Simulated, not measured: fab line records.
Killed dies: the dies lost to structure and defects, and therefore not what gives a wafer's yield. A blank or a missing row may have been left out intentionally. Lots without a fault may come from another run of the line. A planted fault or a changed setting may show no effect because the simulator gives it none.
fab line records + flow nandHarc
record:
- lots: 6
- wafers: 18
- lastDay: 24
route steps=1159 shown A_CONTACT@861 END@1159
lots untouched by any fault: they come from a run of this same line in which no faults occurred
startH: start of the lot's first displayed wafer, in hours after the record's first day + waitH: hours from the lot's prior step to this one + " same as the row above + L1.1+2: several wafers, shown together as one row + - either no value or no given start + * or withheld: withheld + < > ~ a bound
route shown NAME@n: NAME is a module with steps in the file, n the number in the route of the first one + usual: mean/standard deviation of fault-free wafers + same: alike in all rows + chamber/n: place in a boat + sites: readings site by site + _std_site: the values' standard deviation + _edge_site: inner sites' mean taken away from outer sites' mean + radiusMm: for every site, how far away it sits from the centre of the wafer + mask NAME#n: copy n + behind: the most recent tool/chamber to have shaped the wafer + hold: the reason the lot was held/the length of the hold in hours/how it ended + device: the transistor (n, p or np) that didn't switch + end of line: tests of these same wafers at the route's end + a step with no rows: only its recipe + killed: count of dies lost to structure and defects at first sort (not the wafer's yield) + map: shows each die of a wafer: x if killed, . if not, _ if none is there
set.NAME: the run value of the setting; set.NAME@STEP: its run value at that earlier step + model.NAME: the simulator's own value behind a step, which no gauge read
lots at some steps of the route; a table a step, a row a wafer
services: when a tool's chamber went out of use (startH, in hours from the record's first day, below 0 if earlier), for how many hours, and the reason
== steps ==
step: NHARC_A_CONTACT_ETCH_51
recipe:
- targetDepthA: 36000
- overEtchFrac: 0.3
- timeS: 936
- ionEnergyEv: 150
- o2FlowSccm: 400
- cosFlowSccm: 20
- arFlowSccm: 0
- rfW: 500
- biasW: 300
- chemistry: O2/COS
step: NHARC_A_CONTACT_ETCH_111
recipe:
- sourceW: withheld
- pressureMtorr: 20
- biasV: withheld
- timeS: 140
- targetDepthA: 7000
- arFlowSccm: withheld
- c4f8FlowSccm: withheld
- o2FlowSccm: withheld
- chemistry: C4F8/O2/Ar
step: NHARC_A_CONTACT_ETCH_112
recipe:
- sourceW: withheld
- pressureMtorr: 20
- biasV: 3000
- timeS: 94
- targetDepthA: 9220
- arFlowSccm: withheld
- c4f8FlowSccm: withheld
- o2FlowSccm: withheld
- chemistry: C4F8/O2/Ar
step: NHARC_A_CONTACT_ETCH_113
recipe:
- sourceW: withheld
- pressureMtorr: 20
- biasV: 3000
- timeS: 94
- targetDepthA: 9220
- arFlowSccm: withheld
- c4f8FlowSccm: withheld
- o2FlowSccm: withheld
- chemistry: C4F8/O2/Ar
step: NHARC_A_CONTACT_ETCH_114
recipe:
- sourceW: withheld
- pressureMtorr: 20
- biasV: 3000
- timeS: 94
- targetDepthA: 9220
- arFlowSccm: withheld
- c4f8FlowSccm: withheld
- o2FlowSccm: withheld
- chemistry: C4F8/O2/Ar
step: NHARC_A_CONTACT_ETCH_115
recipe:
- sourceW: withheld
- pressureMtorr: 20
- biasV: 3000
- timeS: 94
- targetDepthA: 9220
- arFlowSccm: withheld
- c4f8FlowSccm: withheld
- o2FlowSccm: withheld
- chemistry: C4F8/O2/Ar
step: NHARC_A_CONTACT_ETCH_116
recipe:
- sourceW: withheld
- pressureMtorr: 20
- biasV: 3000
- timeS: 94
- targetDepthA: 9220
- arFlowSccm: withheld
- c4f8FlowSccm: withheld
- o2FlowSccm: withheld
- chemistry: C4F8/O2/Ar
step: NHARC_A_CONTACT_ETCH_117
recipe:
- sourceW: withheld
- pressureMtorr: 20
- biasV: 3000
- timeS: 94
- targetDepthA: 9220
- arFlowSccm: withheld
- c4f8FlowSccm: withheld
- o2FlowSccm: withheld
- chemistry: C4F8/O2/Ar
| lot.wafer | tool          | chamber | startH | waitH | rfHoursCounterH |
|-----------|---------------|---------|--------|-------|-----------------|
| L999.1    | harCapEtch-01 | 1       | 368.97 | 0.1   | 56              |
| L999.4    | "             | 0       | "      | "     | -               |
| L999.5    | "             | 0       | "      | "     | -               |
| L101.1    | harCapEtch-03 | 1       | 384.65 | 0.1   | 84              |
| L101.2    | "             | 0       | "      | "     | 84              |
| L101.6    | "             | 1       | "      | "     | -               |
| L106.2    | harCapEtch-01 | 1       | 424.25 | 0.1   | 67              |
| L106.1    | "             | 0       | "      | "     | 67              |
| L106.5    | "             | 0       | "      | "     | -               |
| L111.4    | harCapEtch-01 | 1       | 435.54 | 0.1   | -               |
| L111.6    | "             | 0       | "      | "     | -               |
| L111.5    | "             | 1       | "      | "     | -               |
| L121.4    | harCapEtch-02 | 1       | 493.60 | 0.1   | -               |
| L121.6    | "             | 0       | "      | "     | -               |
| L121.5    | "             | 1       | "      | "     | -               |
| L119.1    | harCapEtch-01 | 1       | 502.30 | 0.1   | 81              |
| L119.3    | "             | 0       | "      | "     | -               |
| L119.6    | "             | 1       | "      | "     | -               |
step: NHARC_A_CONTACT_ETCH_118
recipe:
- sourceW: withheld
- pressureMtorr: 20
- biasV: 3000
- timeS: 94
- targetDepthA: 9220
- arFlowSccm: withheld
- c4f8FlowSccm: withheld
- o2FlowSccm: withheld
- chemistry: C4F8/O2/Ar
step: NHARC_A_CONTACT_ETCH_119
recipe:
- sourceW: withheld
- pressureMtorr: 20
- biasV: 3000
- timeS: 94
- targetDepthA: 9220
- arFlowSccm: withheld
- c4f8FlowSccm: withheld
- o2FlowSccm: withheld
- chemistry: C4F8/O2/Ar
| lot.wafer | tool          | chamber | startH | waitH | rfHoursCounterH |
|-----------|---------------|---------|--------|-------|-----------------|
| L999.1    | harCapEtch-01 | 1       | 369.21 | 0.1   | 56              |
| L999.4    | "             | 0       | "      | "     | -               |
| L999.5    | "             | 0       | "      | "     | -               |
| L101.1    | harCapEtch-03 | 1       | 384.83 | 0.1   | 84              |
| L101.2    | "             | 0       | "      | "     | 84              |
| L101.6    | "             | 1       | "      | "     | -               |
| L106.2    | harCapEtch-01 | 1       | 424.43 | 0.1   | 67              |
| L106.1    | "             | 0       | "      | "     | 67              |
| L106.5    | "             | 0       | "      | "     | -               |
| L111.4    | harCapEtch-01 | 1       | 435.72 | 0.1   | -               |
| L111.6    | "             | 0       | "      | "     | -               |
| L111.5    | "             | 1       | "      | "     | -               |
| L121.4    | harCapEtch-02 | 1       | 493.78 | 0.1   | -               |
| L121.6    | "             | 0       | "      | "     | -               |
| L121.5    | "             | 1       | "      | "     | -               |
| L119.1    | harCapEtch-01 | 1       | 502.48 | 0.1   | 82              |
| L119.3    | "             | 0       | "      | "     | -               |
| L119.6    | "             | 1       | "      | "     | -               |
step: NHARC_A_CONTACT_ETCH_120
recipe:
- sourceW: withheld
- pressureMtorr: 20
- biasV: 3000
- timeS: 94
- targetDepthA: 9220
- arFlowSccm: withheld
- c4f8FlowSccm: withheld
- o2FlowSccm: withheld
- chemistry: C4F8/O2/Ar
step: NHARC_A_CONTACT_ETCH_121
recipe:
- sourceW: withheld
- pressureMtorr: 20
- biasV: 3000
- timeS: 94
- targetDepthA: 9220
- arFlowSccm: withheld
- c4f8FlowSccm: withheld
- o2FlowSccm: withheld
- chemistry: C4F8/O2/Ar
| lot.wafer | tool          | chamber | startH | waitH | rfHoursCounterH |
|-----------|---------------|---------|--------|-------|-----------------|
| L999.1    | harCapEtch-01 | 1       | 369.45 | 0.1   | 57              |
| L999.4    | "             | 0       | "      | "     | -               |
| L999.5    | "             | 0       | "      | "     | -               |
| L101.1    | harCapEtch-03 | 1       | 385.01 | 0.1   | 84              |
| L101.2    | "             | 0       | "      | "     | 84              |
| L101.6    | "             | 1       | "      | "     | -               |
| L106.2    | harCapEtch-01 | 1       | 424.61 | 0.1   | 67              |
| L106.1    | "             | 0       | "      | "     | 67              |
| L106.5    | "             | 0       | "      | "     | -               |
| L111.4    | harCapEtch-01 | 1       | 435.90 | 0.1   | -               |
| L111.6    | "             | 0       | "      | "     | -               |
| L111.5    | "             | 1       | "      | "     | -               |
| L121.4    | harCapEtch-02 | 1       | 493.97 | 0.1   | -               |
| L121.6    | "             | 0       | "      | "     | -               |
| L121.5    | "             | 1       | "      | "     | -               |
| L119.1    | harCapEtch-01 | 1       | 502.67 | 0.1   | 82              |
| L119.3    | "             | 0       | "      | "     | -               |
| L119.6    | "             | 1       | "      | "     | -               |
step: NHARC_A_CONTACT_ETCH_122
recipe:
- sourceW: withheld
- pressureMtorr: 20
- biasV: 3000
- timeS: 95
- targetDepthA: 9300
- arFlowSccm: withheld
- c4f8FlowSccm: withheld
- o2FlowSccm: withheld
- chemistry: C4F8/O2/Ar
| lot.wafer | tool          | chamber | startH | waitH | rfHoursCounterH |
|-----------|---------------|---------|--------|-------|-----------------|
| L999.1    | harCapEtch-01 | 1       | 369.58 | 0.1   | 57              |
| L999.4    | "             | 0       | "      | "     | -               |
| L999.5    | "             | 0       | "      | "     | -               |
| L101.1    | harCapEtch-03 | 1       | 385.11 | 0.1   | 84              |
| L101.2    | "             | 0       | "      | "     | 84              |
| L101.6    | "             | 1       | "      | "     | -               |
| L106.2    | harCapEtch-01 | 1       | 424.71 | 0.1   | 67              |
| L106.1    | "             | 0       | "      | "     | 67              |
| L106.5    | "             | 0       | "      | "     | -               |
| L111.4    | harCapEtch-01 | 1       | 435.99 | 0.1   | -               |
| L111.6    | "             | 0       | "      | "     | -               |
| L111.5    | "             | 1       | "      | "     | -               |
| L121.4    | harCapEtch-02 | 1       | 494.06 | 0.1   | -               |
| L121.6    | "             | 0       | "      | "     | -               |
| L121.5    | "             | 1       | "      | "     | -               |
| L119.1    | harCapEtch-01 | 1       | 502.76 | 0.1   | 82              |
| L119.3    | "             | 0       | "      | "     | -               |
| L119.6    | "             | 1       | "      | "     | -               |
step: NHARC_A_CONTACT_ETCH_123
recipe:
- sourceW: withheld
- pressureMtorr: 20
- biasV: 400
- timeS: 253
- targetDepthA: 10900
- arFlowSccm: withheld
- c4f8FlowSccm: 11.5
- o2FlowSccm: 7.2
- chemistry: C4F8/O2/Ar
step: NHARC_A_CONTACT_ETCH_90
recipe:
- targetDepthA: 400
- overEtchFrac: 0.5
- timeS: 85.7
- ionEnergyEv: 120
- ch3fFlowSccm: 50
- o2FlowSccm: 30
- arFlowSccm: 200
- rfW: 500
- biasW: 100
- chemistry: CH3F/O2
step: NHARC_A_CONTACT_ETCH_96
recipe:
- targetDepthA: 200
- overEtchFrac: 0.5
- timeS: 10
- ionEnergyEv: 250
- c4f6FlowSccm: 25
- o2FlowSccm: 20
- arFlowSccm: 500
- rfW: 600
- biasW: 500
- chemistry: C4F6/O2
usual:
- drypumpMotorCurrentA: 5.83/0.24
- oesProductAu: 0.969/0.026
- rfVppV: 546/3.1
- showerheadPlenumPTorr: 3.90/0.15
- throttleValvePct: 26.905/0.0086
same:
- overEtchFrac: 0.5
| lot.wafer | tool       | chamber | startH | waitH | drypumpMotorCurrentA | oesProductAu | rfHoursCounterH | rfVppV | showerheadPlenumPTorr | throttleValvePct |
|-----------|------------|---------|--------|-------|----------------------|--------------|-----------------|--------|-----------------------|------------------|
| L999.4    | rieDiel-01 | 0       | -      | -     | 6.41                 | 0.954        | 12              | 550    | 4.04                  | 26.897           |
| L999.1    | "          | 1       | "      | "     | 5.97                 | 0.946        | 17              | 553    | 4.22                  | 26.885           |
| L999.5    | "          | 2       | "      | "     | 5.69                 | 0.940        | -               | 545    | 3.77                  | 26.911           |
| L101.1    | rieDiel-01 | 2       | -      | -     | 5.69                 | 0.999        | 23              | 543    | 3.77                  | 26.896           |
| L101.2    | "          | 3       | "      | "     | 5.77                 | 0.999        | 22              | 544    | 3.87                  | 26.919           |
| L101.6    | "          | 0       | "      | "     | 6.38                 | 1.002        | -               | 549    | 4.04                  | 26.902           |
| L106.2    | rieDiel-07 | 2       | -      | -     | 5.85                 | 0.998        | 2               | 548    | 3.96                  | 26.903           |
| L106.1    | "          | 1       | "      | "     | 5.90                 | 0.995        | 2               | 545    | 3.73                  | 26.900           |
| L106.5    | "          | 3       | "      | "     | 5.57                 | 1.005        | -               | 548    | 3.96                  | 26.893           |
| L111.4    | rieDiel-01 | 2       | -      | -     | 5.72                 | 0.970        | 38              | 543    | 3.76                  | 26.920           |
| L111.5    | "          | 3       | "      | "     | 5.78                 | 0.961        | -               | 545    | 3.86                  | 26.909           |
| L111.6    | "          | 0       | "      | "     | 6.41                 | 0.954        | -               | 548    | 4.03                  | 26.916           |
| L121.4    | rieDiel-07 | 1       | -      | -     | 5.89                 | 0.963        | 14              | 543    | 3.72                  | 26.924           |
| L121.5    | "          | 1       | "      | "     | 5.89                 | 0.964        | -               | 542    | 3.72                  | 26.922           |
| L121.6    | "          | 2       | "      | "     | 5.84                 | 0.959        | -               | 549    | 3.96                  | 26.903           |
| L119.1    | rieDiel-11 | 0       | -      | -     | 5.47                 | 1.014        | 43              | 549    | 4.05                  | 26.895           |
| L119.3    | "          | 2       | "      | "     | 5.49                 | 0.975        | 47              | 551    | 4.15                  | 26.899           |
| L119.6    | "          | 0       | "      | "     | 5.47                 | 1.011        | -               | 549    | 4.05                  | 26.907           |
step: NHARC_A_CONTACT_CD_MEAS_53
usual:
- cdNm: 189.5/0.7
| lot.wafer | tool     | chamber | startH | waitH | cdNm  |
|-----------|----------|---------|--------|-------|-------|
| L999.1    | cdSem-01 | -       | 370.64 | -     | 189.3 |
| L999.4    | "        | -       | "      | "     | 189.0 |
| L999.5    | "        | -       | "      | "     | 188.8 |
| L101.1    | cdSem-03 | -       | 386.05 | -     | 190.3 |
| L101.2    | "        | -       | "      | "     | 189.9 |
| L101.6    | "        | -       | "      | "     | 190.3 |
| L106.1    | cdSem-01 | -       | 425.62 | -     | 189.2 |
| L106.2    | "        | -       | "      | "     | 189.4 |
| L106.5    | "        | -       | "      | "     | 189.1 |
| L111.4    | cdSem-01 | -       | 436.90 | -     | 187.9 |
| L111.5    | "        | -       | "      | "     | 187.8 |
| L111.6    | "        | -       | "      | "     | 187.2 |
| L121.4    | cdSem-03 | -       | 494.96 | -     | 189.5 |
| L121.5    | "        | -       | "      | "     | 189.3 |
| L121.6    | "        | -       | "      | "     | 189.4 |
| L119.1    | cdSem-03 | -       | 503.70 | -     | 188.0 |
| L119.3    | "        | -       | "      | "     | 188.1 |
| L119.6    | "        | -       | "      | "     | 188.4 |
step: NHARC_A_CONTACT_STRIP_99
recipe:
- n2FlowSccm: 150
- h2FlowSccm: 150
- arFlowSccm: 0
- biasW: 0
- chemistry: N2/H2
step: NHARC_A_CONTACT_STRIP_100
recipe:
- cf4FlowSccm: 100
- chf3FlowSccm: 30
- arFlowSccm: 0
- biasW: 0
- chemistry: CF4/CHF3
step: NHARC_A_CONTACT_STRIP_101
recipe:
- o2FlowSccm: 400
- cosFlowSccm: 20
- arFlowSccm: 0
- biasW: 0
- chemistry: O2/COS
step: NHARC_A_CONTACT_ETCH_102
recipe:
- targetDepthA: 700
- overetchA: 70
- timeS: 38.5
- ionEnergyEv: 100
- cf4FlowSccm: 80
- o2FlowSccm: 20
- arFlowSccm: 0
- rfW: 300
- biasW: 100
- chemistry: CF4/O2
step: NHARC_A_CONTACT_STRIP_55
recipe:
- o2FlowSccm: 500
- arFlowSccm: 0
- biasW: 0
- chemistry: O2
usual:
- drypumpMotorCurrentA: 5.81/0.28
- oesProductAu: 1.000/0.0077
- rfVppV: 57.7/0.9
- showerheadPlenumPTorr: 3.51/0.15
- throttleValvePct: 17.037/0.0096
| lot.wafer | tool       | chamber | startH | waitH | drypumpMotorCurrentA | oesProductAu | rfHoursCounterH | rfVppV | showerheadPlenumPTorr | throttleValvePct |
|-----------|------------|---------|--------|-------|----------------------|--------------|-----------------|--------|-----------------------|------------------|
| L999.4    | rieDiel-07 | 1       | -      | -     | 5.86                 | 0.992        | 28              | 56.9   | 3.35                  | 17.046           |
| L999.1    | "          | 2       | "      | "     | 5.87                 | 0.999        | 23              | 58.0   | 3.57                  | 17.045           |
| L999.5    | "          | 0       | "      | "     | 5.86                 | 1.001        | -               | 58.3   | 3.38                  | 17.028           |
| L101.2    | rieDiel-01 | 2       | -      | -     | 5.71                 | 1.007        | 23              | 57.4   | 3.39                  | 17.066           |
| L101.1    | "          | 3       | "      | "     | 5.80                 | 1.005        | 22              | 58.2   | 3.48                  | 17.020           |
| L101.6    | "          | 2       | "      | "     | 5.70                 | 1.012        | -               | 57.2   | 3.38                  | 17.025           |
| L106.1    | rieDiel-07 | 3       | -      | -     | 5.58                 | 0.995        | 2               | 58.5   | 3.56                  | 17.034           |
| L106.2    | "          | 0       | "      | "     | 5.88                 | 1.001        | 2               | 57.4   | 3.38                  | 17.035           |
| L106.5    | "          | 3       | "      | "     | 5.56                 | 0.993        | -               | 59.1   | 3.56                  | 17.028           |
| L111.4    | rieDiel-01 | 3       | -      | -     | 5.79                 | 1.004        | 39              | 56.6   | 3.47                  | 17.031           |
| L111.5    | "          | 3       | "      | "     | 5.80                 | 0.999        | -               | 57.2   | 3.47                  | 17.030           |
| L111.6    | "          | 0       | "      | "     | 6.41                 | 0.993        | -               | 56.9   | 3.62                  | 17.041           |
| L121.4    | rieDiel-07 | 2       | -      | -     | 5.84                 | 1.006        | 14              | 57.7   | 3.56                  | 17.030           |
| L121.5    | "          | 0       | "      | "     | 5.87                 | 1.006        | -               | 58.5   | 3.37                  | 17.057           |
| L121.6    | "          | 1       | "      | "     | 5.89                 | 1.006        | -               | 55.9   | 3.34                  | 17.046           |
| L119.1    | rieDiel-11 | 2       | -      | -     | 5.47                 | 1.000        | 47              | 57.4   | 3.74                  | 17.042           |
| L119.3    | "          | 3       | "      | "     | 5.73                 | 0.997        | 48              | 57.7   | 3.31                  | 17.047           |
| L119.6    | "          | 3       | "      | "     | 5.72                 | 0.998        | -               | 56.1   | 3.31                  | 17.041           |
step: NHARC_A_CONTACT_STRIP_56
recipe:
- timeS: 600
- tempC: 30
- chemistry: postEtchResidueRemover
step: NHARC_A_CONTACT_DEP_57
recipe:
- targetThkA: 28000
- tempC: 400
- material: aC
step: NHARC_A_CONTACT_DEP_58
recipe:
- targetThkA: 600
- targetThkNm: 60
- tempC: 400
- pressureTorr: 3.5
- flowSccm: 200
- rfW: 350
- material: SiON
step: NHARC_A_CONTACT_DEHYDRATE_59
recipe:
- tempC: 150
- timeS: 120
step: NHARC_A_CONTACT_HMDS_60
recipe:
- timeS: 30
step: NHARC_A_CONTACT_COAT_61
recipe:
- tempC: 260
- timeS: 75
step: NHARC_A_CONTACT_COAT_62
recipe:
- tempC: 225
- timeS: 65
step: NHARC_A_CONTACT_COAT_63
recipe:
- spinRpm: 1500
- resistThkNm: 90
step: NHARC_A_CONTACT_SOFTBAKE_64
recipe:
- tempC: 105
- timeS: 55
step: NHARC_A_CONTACT_EBR_65
step: NHARC_A_CONTACT_EXPOSE_66
recipe:
- na: 1.35
- sigmaOuter: 0.8
- doseMj: 59.02
- maskId: A_CC_2
step: NHARC_A_CONTACT_PEB_67
recipe:
- pebTempC: 100
- pebTimeS: 65
step: NHARC_A_CONTACT_DEVELOP_68
recipe:
- developTimeS: 35
- devTempC: 23
step: NHARC_A_CONTACT_CD_MEAS_69
recipe:
- targetCdNm: 200
- landingEnergyEv: 500
usual:
- cdNm: 199.9/0.44
| lot.wafer | tool     | chamber | startH | waitH | cdNm  |
|-----------|----------|---------|--------|-------|-------|
| L999.1    | cdSem-02 | 0       | 374.29 | -     | 199.8 |
| L999.4    | "        | 0       | "      | "     | 200.5 |
| L999.5    | "        | 0       | "      | "     | 199.9 |
| L101.1    | cdSem-01 | 0       | 389.41 | -     | 199.8 |
| L101.2    | "        | 0       | "      | "     | 200.1 |
| L101.6    | "        | 0       | "      | "     | 200.3 |
| L106.1    | cdSem-01 | 0       | 429.28 | -     | 199.8 |
| L106.2    | "        | 0       | "      | "     | 199.6 |
| L106.5    | "        | 0       | "      | "     | 200.0 |
| L111.4    | cdSem-03 | 0       | 441.82 | -     | 200.3 |
| L111.5    | "        | 0       | "      | "     | 200.4 |
| L111.6    | "        | 0       | "      | "     | 200.5 |
| L121.4    | cdSem-02 | 0       | 498.39 | -     | 199.4 |
| L121.5    | "        | 0       | "      | "     | 200.0 |
| L121.6    | "        | 0       | "      | "     | 199.6 |
| L119.1    | cdSem-01 | 0       | 507.15 | -     | 199.6 |
| L119.3    | "        | 0       | "      | "     | 199.7 |
| L119.6    | "        | 0       | "      | "     | 199.4 |
step: NHARC_A_CONTACT_OVL_MEAS_70
usual:
- overlayXNm: -0.1/0.84
- overlayYNm: 0.2/0.96
| lot.wafer | tool       | chamber | startH | waitH | overlayXNm | overlayYNm |
|-----------|------------|---------|--------|-------|------------|------------|
| L999.1    | overlay-01 | -       | 374.38 | -     | -0.3       | 0.3        |
| L999.4    | "          | -       | "      | "     | -0.2       | -0.1       |
| L999.5    | "          | -       | "      | "     | 0.0        | -0.1       |
| L101.1    | overlay-02 | -       | 389.49 | -     | -0.5       | -0.5       |
| L101.2    | "          | -       | "      | "     | -0.2       | -0.1       |
| L101.6    | "          | -       | "      | "     | 0.0        | -0.2       |
| L106.1    | overlay-02 | -       | 429.37 | -     | -1.5       | 0.7        |
| L106.2    | "          | -       | "      | "     | -1.1       | 0.7        |
| L106.5    | "          | -       | "      | "     | -1.2       | 1.0        |
| L111.4    | overlay-02 | -       | 441.91 | -     | 0.2        | -0.1       |
| L111.5    | "          | -       | "      | "     | 0.3        | -0.7       |
| L111.6    | "          | -       | "      | "     | 0.4        | -0.2       |
| L121.4    | overlay-01 | -       | 498.47 | -     | -0.7       | 2.0        |
| L121.5    | "          | -       | "      | "     | -0.6       | 2.0        |
| L121.6    | "          | -       | "      | "     | -0.2       | 1.7        |
| L119.1    | overlay-02 | -       | 507.24 | -     | 0.6        | 1.2        |
| L119.3    | "          | -       | "      | "     | 1.0        | 0.8        |
| L119.6    | "          | -       | "      | "     | 0.3        | 0.9        |
step: NHARC_A_CONTACT_DESCUM_74
recipe:
- timeS: 3
- o2FlowSccm: 200
- arFlowSccm: 0
- biasPowerW: 0
- chemistry: O2
step: NHARC_A_CONTACT_ETCH_75
recipe:
- targetDepthA: 390
- overEtchFrac: 0.3
- timeS: 65
- ionEnergyEv: 80
- cf4FlowSccm: 150
- arFlowSccm: 0
- rfW: 300
- biasW: 100
- chemistry: CF4
step: NHARC_A_CONTACT_ETCH_76
recipe:
- targetDepthA: 2600
- overEtchFrac: 0.3
- timeS: 475.3
- ionEnergyEv: 200
- n2FlowSccm: 150
- h2FlowSccm: 150
- arFlowSccm: 0
- rfW: 400
- biasW: 150
- chemistry: N2/H2
step: NHARC_A_CONTACT_ETCH_77
recipe:
- targetDepthA: 726
- timeS: 36.3
- cf4FlowSccm: 100
- chf3FlowSccm: 30
- arFlowSccm: 0
- rfW: 500
- biasW: 200
- chemistry: CF4/CHF3
step: NHARC_END_SORT_01
recipe:
- tempC: 25
usual:
- killedAtArray: 28/11
- killedAtOther: 0.8/1.3
- killedAtPeriphery: 3.6/2.5
- killedDies: 32/11
- killedOpen: 3.0/1.8
- killedShort: 2.0/1.5
same:
- grossDies: 677
| lot.wafer | tool      | chamber | startH | waitH | killedAtArray | killedAtOther | killedAtPeriphery | killedDies | killedOpen | killedShort |
|-----------|-----------|---------|--------|-------|---------------|---------------|-------------------|------------|------------|-------------|
| L106.1    | prober-01 | 0       | 500.85 | 2.5   | 120           | 0             | 4                 | 124        | 1          | 0           |
| L106.2    | prober-01 | 0       | 501.66 | 2.8   | 80            | 1             | 4                 | 85         | 3          | 1           |
| L106.5    | prober-01 | 0       | 504.08 | 3.7   | 126           | 1             | 7                 | 134        | 3          | 0           |
| L111.4    | prober-02 | 0       | 518.76 | 3.4   | 80            | 0             | 1                 | 81         | 2          | 0           |
| L111.5    | prober-02 | 0       | 519.57 | 3.7   | 77            | 0             | 3                 | 80         | 6          | 2           |
| L111.6    | prober-02 | 0       | 520.37 | 4.0   | 134           | 0             | 1                 | 135        | 2          | 0           |
killed by level:class
L106.1 A_CONTACT:unspecified=101 A_SLIT:chamberFilmFlake=13 A_CHANNEL_HOLE_D1:chamberFilmFlake=4 P_STI:chamberFilmFlake=2 P_M0:chamberFilmFlake=2 A_ONON_D1:geometricParticle:open=1 A_STAIRCASE:chamberFilmFlake=1
L106.2 A_CONTACT:unspecified=56 A_SLIT:chamberFilmFlake=13 P_M0:chamberFilmFlake=4 A_CHANNEL_HOLE_D1:chamberFilmFlake=2 A_M0:chamberFilmFlake=2 A_ONON_D1:geometricParticle:short=1 A_CHANNEL_FILL_D1:geometricParticle:open=1 A_SGD_CUT:geometricParticle:open=1
L106.5 A_CONTACT:unspecified=104 A_SLIT:chamberFilmFlake=14 A_STAIRCASE:chamberFilmFlake=4 P_M0:chamberFilmFlake=3 A_CHANNEL_HOLE_D1:chamberFilmFlake=3 P_GATE:geometricParticle:open=1 P_M1:geometricParticle:open=1 A_WL_FILL:geometricParticle:open=1
L111.4 A_CONTACT:unspecified=55 A_SLIT:chamberFilmFlake=11 A_STAIRCASE:chamberFilmFlake=6 A_CHANNEL_HOLE_D1:chamberFilmFlake=3 A_ZERO_WELL:chamberFilmFlake=2 A_CONTACT:chamberFilmFlake=2 P_M0:geometricParticle:open=1 A_BLC:geometricParticle:open=1
L111.5 A_CONTACT:unspecified=54 A_SLIT:chamberFilmFlake=10 A_CHANNEL_HOLE_D1:chamberFilmFlake=3 A_STAIRCASE:chamberFilmFlake=3 A_BLC:geometricParticle:open=2 P_M0:geometricParticle:open=1 P_M1:geometricParticle:short=1 A_ONON_D1:geometricParticle:open=1
L111.6 A_CONTACT:unspecified=108 A_SLIT:chamberFilmFlake=12 A_CHANNEL_HOLE_D1:chamberFilmFlake=7 A_STAIRCASE:chamberFilmFlake=3 P_CONTACT:geometricParticle:open=1 A_M0:geometricParticle:open=1 A_ZERO_WELL:chamberFilmFlake=1 A_WL_FILL:chamberFilmFlake=1
map L106.5 (x killed, . not)
____________.____________
_________......._________
_______......x...._______
______.............______
_____..............._____
____.................____
____x.x..............____
___...................___
___.x.................___
__.........x...........__
__........xxxx.........__
_.......x.xxxxxxx......._
_.......xxxxxxxx........_
_.........xxxxxx........_
_.....xxxxxxxxxx........_
_.......xxxxxxxx.x......_
........xxxxxxxxx........
.......xxxxxxxxxx........
........xxxxxxxxxx.......
.....x.xxxxxxxxxx........
........xxxxxxxx..x......
_........xxxxxx........._
_......x...xxxx...x....._
_.........x..xx...x....._
_........x......xxx....._
_...........x....xx....._
__......x.x....xx.xxx..__
__..............x....x.__
___...................___
___.............xx....___
____.................____
____.................____
_____..............._____
______......x......______
_______..........._______
_________......._________
____________.____________
map L111.6 (x killed, . not)
____________.____________
_________......._________
_______..........._______
______.............______
_____...........x..._____
____.................____
____.................____
___...................___
___...................___
__............x........__
__........xx...........__
_.........xxx.x........._
_........xxxxxxxxx......_
_.......xxxxxxxxx......x_
_.......xxxxxxxx........_
_.......xxxxxxxxx......._
........xxxxxxxxxx.....x.
........xxxxxxxxx.x......
.......xxxxxxxxxxx.......
........xxxxxxxxxx.......
........xxxxxxxxx........
_.......x.xxxxxxxx......_
_..........xxxx........._
_..........xxxxx...x...._
_..........x........x..._
_..............xxxxxx..._
__.............x.xxx...__
__.................x...__
___............x.x....___
___..........x...x..x.___
____..........x......____
____.................____
_____..............._____
______....x........______
_______..........._______
_________x......_________
____________.____________
== services ==
| tool       | chamber | startH | hours | kind   |
|------------|---------|--------|-------|--------|
| rieDiel-01 | 0       | 348.69 | -     | clean  |
| rieDiel-01 | 1       | 348.69 | -     | clean  |
| rieDiel-01 | 2       | 348.69 | -     | clean  |
| rieDiel-01 | 3       | 348.69 | -     | clean  |
| rieDiel-07 | 0       | 359.73 | -     | clean  |
| rieDiel-07 | 1       | 359.73 | -     | clean  |
| rieDiel-07 | 2       | 359.73 | -     | clean  |
| rieDiel-07 | 3       | 359.73 | -     | clean  |
| rieDiel-07 | 2       | 365.86 | 2.6   | repair |
| rieDiel-11 | -       | 366.50 | 9.0   | pm     |
| rieDiel-01 | 0       | 373.20 | -     | clean  |
| rieDiel-01 | 1       | 373.20 | -     | clean  |
| rieDiel-01 | 2       | 373.20 | -     | clean  |
| rieDiel-01 | 3       | 373.20 | -     | clean  |
| rieDiel-07 | 0       | 384.24 | -     | clean  |
| rieDiel-07 | 1       | 384.24 | -     | clean  |
| rieDiel-07 | 2       | 384.24 | -     | clean  |
| rieDiel-11 | 0       | 386.54 | 1.2   | repair |
| rieDiel-01 | -       | 405.05 | 9.7   | repair |
| rieDiel-07 | -       | 405.20 | 9.0   | pm     |
| rieDiel-11 | 0       | 424.89 | 9.5   | repair |
| rieDiel-01 | 1       | 438.10 | 3.6   | repair |
| rieDiel-07 | 1       | 456.38 | 4.5   | repair |
| rieDiel-01 | -       | 491.99 | 9.0   | pm     |
== key ==
firstSign:
- step: NHARC_END_SORT_01
- reading: killedAtArray
- direction: up
- sigmas: 7.1
- usual: 28
- struck: 103
effect:
- step: NHARC_END_SORT_01
- reading: killedDies
- direction: up
- sigmas: 6.7
- usual: 32
- struck: 106
moreKillsBornAt:
- NHARC_A_CONTACT_ETCH_122@harCapEtch-01: 476
metAt NHARC_A_CONTACT_ETCH_122
struckWafers L106.1,L106.2,L106.5,L111.4,L111.5,L111.6
testerLeftOut L106,L111
onsetBetween 369.58 424.71
fault:
- kind: chamberParticleSource
- tool: harCapEtch-01
- chamber: -
- onsetH: 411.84
- steps: NHARC_A_CONTACT_ETCH_122
- ratePerVisitCm2: 1.7555
- endH: 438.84
testerLeftOut: of these lots the tester's yield and bins aren't shown, on N5 and GAA mostly nor the transistor test; their killed dies are dies lost to structure and defects alone, not to doping, threshold or leakage, so they don't give the yield
